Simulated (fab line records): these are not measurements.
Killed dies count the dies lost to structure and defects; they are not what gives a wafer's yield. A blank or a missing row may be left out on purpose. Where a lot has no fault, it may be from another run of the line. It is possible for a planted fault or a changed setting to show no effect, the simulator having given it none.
A struck lot beside a sound one    flow nand harc    14 out of 1159 route steps
Sound: these wafers, L287.1, L287.4, L287.6. Wafers L299.1, L299.4, L299.5 were the ones struck. Last of all comes the cause.
At each step with rows: each side's tool, then ch and its chambers, then its first start. Under that, the readings that differ: sound wafers    struck wafers    difference of the means    sigmas: that difference in standard deviations of wafers without a fault.
alike: a reading whose means differ by less than 2 such deviations, as well as words and numbers matching on both sides. not compared: withheld readings; readings where some wafer has no value; bounds like >300 that might hide an equal value; numbers whose values overlap and for which the record gives no deviation.
A row with sigmas, a row that says differs or no value, or rows on one side alone: a step with any of these is where the two part. Numbers that don't overlap but have no deviation are shown without sigmas and don't part them. Lack of a reading on every wafer of one side parts them only where that side has two or more wafers.

NHARC_A_SOURCE_PLATE_THK_MEAS_06: measures by ellipsometry.
  sound on film metro-01 at day 8 09:46; struck on film metro-01 at day 11 11:59
reading      sound              struck             difference  sigmas
thk nm (nm)  199.5 199.7 203.4  196.2 197.4 194.4  -4.9        -2
NHARC_A_SOURCE_PLATE_INSPECT_08:
  sound on defect inspect-01 at day 8 09:50; struck on defect inspect-02 at day 11 12:02
  alike: raw defect count
next comes 1 step that has no rows for these wafers: NHARC_A_ONON_D1_DEP_00 (target thickness 1000 nm).
NHARC_A_ONON_D1_THK_MEAS_02: measures by ellipsometry.
  sound on film metro-01 at day 8 10:26; struck on film metro-01 at day 11 12:38
reading      sound        struck          difference  sigmas
thk nm (nm)  992 991 992  1014 1015 1016  +23         +2
next comes 1 step that has no rows for these wafers: NHARC_A_ONON_D1_DEP_03 (target thickness 1000 nm).
NHARC_A_ONON_D1_THK_MEAS_05: measures by ellipsometry.
  sound on film metro-02 at day 8 11:01; struck on film metro-02 at day 11 13:12
  alike: thk nm
next comes 1 step that has no rows for these wafers: NHARC_A_ONON_D1_DEP_06 (target thickness 1000 nm).
NHARC_A_ONON_D1_THK_MEAS_08: measures by ellipsometry.
  sound on film metro-01 at day 8 11:35; struck on film metro-01 at day 11 13:47
  alike: thk nm
next comes 1 step that has no rows for these wafers: NHARC_A_ONON_D1_DEP_09 (target thickness 1000 nm).
NHARC_A_ONON_D1_THK_MEAS_11: measures by ellipsometry.
  sound on film metro-02 at day 8 12:10; struck on film metro-01 at day 11 14:22
  alike: thk nm
NHARC_A_ONON_D1_DEP_12: target thk 1000 nm.
  sound on pecvd onon-04 ch 0, day 8 12:13; struck on pecvd onon-03 ch 0, day 11 14:25
  alike: n2 flow sccm, n2o flow sccm
NHARC_A_ONON_D1_THK_MEAS_14: measures by ellipsometry.
  sound on film metro-02 at day 8 12:44; struck on film metro-02 at day 11 14:55
reading      sound           struck       difference  sigmas
thk nm (nm)  1008 1008 1010  676 678 676  -332        -42
then, 1 step without rows for these wafers: NHARC_A_ONON_D1_ANNEAL_15 (time 3600 s).
-- break in the record here, with 11 days between the starts of the struck wafers on either side (left off in module A_ONON_D1, picked up again in module END, where the first step shown is number 1159 on the route) --
NHARC_END_SORT_01:
  only the struck wafers appear in the record here, on prober-02 ch 0 at day 22 11:43; the sound ones have no rows

## WHERE THEY PART
First at NHARC_A_SOURCE_PLATE_THK_MEAS_06; last, within this record, at NHARC_END_SORT_01.

WHY: the cause the simulator had injected
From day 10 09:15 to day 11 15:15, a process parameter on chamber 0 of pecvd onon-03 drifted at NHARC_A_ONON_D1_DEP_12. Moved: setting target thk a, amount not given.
